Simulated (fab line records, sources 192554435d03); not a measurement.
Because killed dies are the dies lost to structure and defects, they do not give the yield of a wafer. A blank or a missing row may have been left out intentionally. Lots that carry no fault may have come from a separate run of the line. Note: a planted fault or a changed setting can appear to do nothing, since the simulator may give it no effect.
Matching of chambers ; flow n5Finfet ; 4 sister chambers for N5_BEOL_M3_STRIP_36 on rieDiel-05
The step strips in N2/H2. 4 wafers are shown with their chamber, then 8 later ones without.

WAFERS WITH THEIR CHAMBER
wafer;chamber;showerheadPlenumPTorr (Torr)
L081.3;3;2.48
L083.4;2;2.59
L084.5;0;2.44
L089.1;1;2.61

WAFERS WITH NO CHAMBER GIVEN
wafer;showerheadPlenumPTorr (Torr)
L089.3;2.48
L089.4;2.59
L093.2;2.59
L093.3;2.44
L093.5;2.59
L096.1;2.47
L096.5;2.47
L096.6;2.59

THE CHAMBER EACH PASSED THROUGH
wafer;from the rows above;in truth
L089.3;3;3
L089.4;2;2
L093.2;2;2
L093.3;0;0
L093.5;2;2
L096.1;3;3
L096.5;3;3
L096.6;2;2
Placed correctly: 8 of 8. Not placeable from these rows: 0. Placed wrongly: 0.
How it was worked out, from the rows above alone: a wafer's distance from a chamber is the root of the sum, over the readings, of the square of ((its reading less the chamber's mean) divided by the reading's scatter). If the next closest chamber is less than 2 further off than the closest, the wafer can't be placed; otherwise it belongs to the closest. The mean given for a chamber averages the wafers shown for that chamber. The scatter: with one shown wafer a chamber, the root of the mean of the squares of how far each hidden wafer lies from its nearest shown one.
